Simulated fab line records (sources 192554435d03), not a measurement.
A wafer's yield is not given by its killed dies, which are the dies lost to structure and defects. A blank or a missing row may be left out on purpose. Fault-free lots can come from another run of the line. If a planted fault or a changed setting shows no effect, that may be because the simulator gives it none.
Which tool was responsible? / flow n5Finfet / Sampling: 8 lots, 24 wafers, 5 of 1938 route steps

WHAT EACH GAUGE READ, for each wafer
N5_FIN_SAQP_CD_MEAS_27 targets a cd of 20 nm.
lot=L308; measured=day 4 06:59; on=cdSem-03; cdNm (nm)=20.10 20.27 20.59
lot=L309; measured=day 4 12:55; on=cdSem-01; cdNm (nm)=20.22 19.80 20.32
lot=L312; measured=day 5 09:11; on=cdSem-02; cdNm (nm)=20.39 20.25 20.34
lot=L313; measured=day 5 11:50; on=cdSem-02; cdNm (nm)=- - -
lot=L314; measured=day 5 18:05; on=cdSem-02; cdNm (nm)=- - -
lot=L315; measured=day 6 01:58; on=cdSem-03; cdNm (nm)=- - -
lot=L321; measured=day 7 13:01; on=cdSem-03; cdNm (nm)=20.02 20.19 20.24
lot=L322; measured=day 7 18:06; on=cdSem-01; cdNm (nm)=20.48 20.46 20.27

TOOL THAT RAN EACH LOT (tool first, then ch and the chambers of the sampled wafers, then the start)
lot=L308; N5_FIN_SAQP_PECVD_47=pecvd-04 ch 0,1, day 4 03:22; N5_FIN_SAQP_MANDREL_ETCH_22=rieSi-01 ch 1,2, day 4 04:32; N5_FIN_SAQP_SPACER1_ETCHBACK_25=rieDiel-06 ch 1,2,3, day 4 06:47; N5_FIN_SAQP_MANDREL1_REMOVE_56=rieSi-03 ch 0,1, day 4 06:52
lot=L309; N5_FIN_SAQP_PECVD_47=pecvd-03 ch 1,2, day 4 09:22; N5_FIN_SAQP_MANDREL_ETCH_22=rieSi-03 ch 1,3, day 4 11:00; N5_FIN_SAQP_SPACER1_ETCHBACK_25=rieDiel-01 ch 0,1,3, day 4 12:43; N5_FIN_SAQP_MANDREL1_REMOVE_56=rieSi-01 ch 1,2, day 4 12:48
lot=L312; N5_FIN_SAQP_PECVD_47=pecvd-01 ch 0,1,2, day 5 06:10; N5_FIN_SAQP_MANDREL_ETCH_22=rieSi-01 ch 1,2,3, day 5 07:25; N5_FIN_SAQP_SPACER1_ETCHBACK_25=rieDiel-01 ch 0,1,2, day 5 08:59; N5_FIN_SAQP_MANDREL1_REMOVE_56=rieSi-03 ch 2,3, day 5 09:05
lot=L313; N5_FIN_SAQP_PECVD_47=pecvd-04 ch 0,2, day 5 08:57; N5_FIN_SAQP_MANDREL_ETCH_22=rieSi-01 ch 0,1,2, day 5 09:52; N5_FIN_SAQP_SPACER1_ETCHBACK_25=rieDiel-03 ch 0,1,3, day 5 11:38; N5_FIN_SAQP_MANDREL1_REMOVE_56=rieSi-01 ch 1,2, day 5 11:43
lot=L314; N5_FIN_SAQP_PECVD_47=pecvd-01 ch 1,2, day 5 15:20; N5_FIN_SAQP_MANDREL_ETCH_22=rieSi-01 ch 0,2,3, day 5 16:22; N5_FIN_SAQP_SPACER1_ETCHBACK_25=rieDiel-06 ch 1,2, day 5 17:53; N5_FIN_SAQP_MANDREL1_REMOVE_56=rieSi-01 ch 1,2,3, day 5 17:58
lot=L315; N5_FIN_SAQP_PECVD_47=pecvd-04 ch 0,1, day 5 22:45; N5_FIN_SAQP_MANDREL_ETCH_22=rieSi-03 ch 0,2,3, day 5 23:40; N5_FIN_SAQP_SPACER1_ETCHBACK_25=rieDiel-06 ch 1,2, day 6 01:46; N5_FIN_SAQP_MANDREL1_REMOVE_56=rieSi-03 ch 1,2,3, day 6 01:51
lot=L321; N5_FIN_SAQP_PECVD_47=pecvd-03 ch 0,1,2, day 7 09:26; N5_FIN_SAQP_MANDREL_ETCH_22=rieSi-03 ch 0,1,3, day 7 10:20; N5_FIN_SAQP_SPACER1_ETCHBACK_25=rieDiel-03 ch 1,2,3, day 7 12:49; N5_FIN_SAQP_MANDREL1_REMOVE_56=rieSi-03 ch 0,2,3, day 7 12:54
lot=L322; N5_FIN_SAQP_PECVD_47=pecvd-03 ch 0,1, day 7 15:05; N5_FIN_SAQP_MANDREL_ETCH_22=rieSi-03 ch 0,1,2, day 7 16:04; N5_FIN_SAQP_SPACER1_ETCHBACK_25=rieDiel-01 ch 0,1,3, day 7 17:54; N5_FIN_SAQP_MANDREL1_REMOVE_56=rieSi-01 ch 0,2, day 7 17:59
- N5_FIN_SAQP_PECVD_47: deposits a-Si from SiH4/He, target thk 45 nm, time 36.3 s.
- N5_FIN_SAQP_MANDREL_ETCH_22: etches a-Si in HBr/Cl2, stops on SiNx, target depth 60 nm, bt time 10 s, time 30 s.
- N5_FIN_SAQP_SPACER1_ETCHBACK_25: etches SiO2 in CHF3/O2, target depth 24.4 nm, time 12.2 s.
- N5_FIN_SAQP_MANDREL1_REMOVE_56: chemistry HBr/Cl2/O2, target a-Si, stops on SiNx, bt time 10 s.

THE ANSWER, worked out from the rows above alone
Rule: usual is defined by the lots themselves. The widest of any qualifying gaps counts: lots, ordered by their means at a reading, are off when they make up no more than a third of the lots, leave a main group of 4 or more, and stand apart from it by 3 or more times the standard deviation of that group's means. A main group is skipped when, at the precision printed for the reading in the tables above, its means are all equal. Also off: a lot with no number at a reading for which 4 or more lots have one. The other lots that the step has rows for count as sound.
Off: L313, L314, L315, at N5_FIN_SAQP_CD_MEAS_27 (cdNm). Without a number there: L313, L314, L315. The main group has a mean of 20.26 nm with a standard deviation of 0.11.
If a tool, at a process step before that reading, ran all the lots that are off and no sound lot after the first of them, it fits. Those tools and the gauges at N5_FIN_SAQP_CD_MEAS_27 are tried in the same way. None of those tried fits.

WHAT THE SIMULATOR HAD PUT IN
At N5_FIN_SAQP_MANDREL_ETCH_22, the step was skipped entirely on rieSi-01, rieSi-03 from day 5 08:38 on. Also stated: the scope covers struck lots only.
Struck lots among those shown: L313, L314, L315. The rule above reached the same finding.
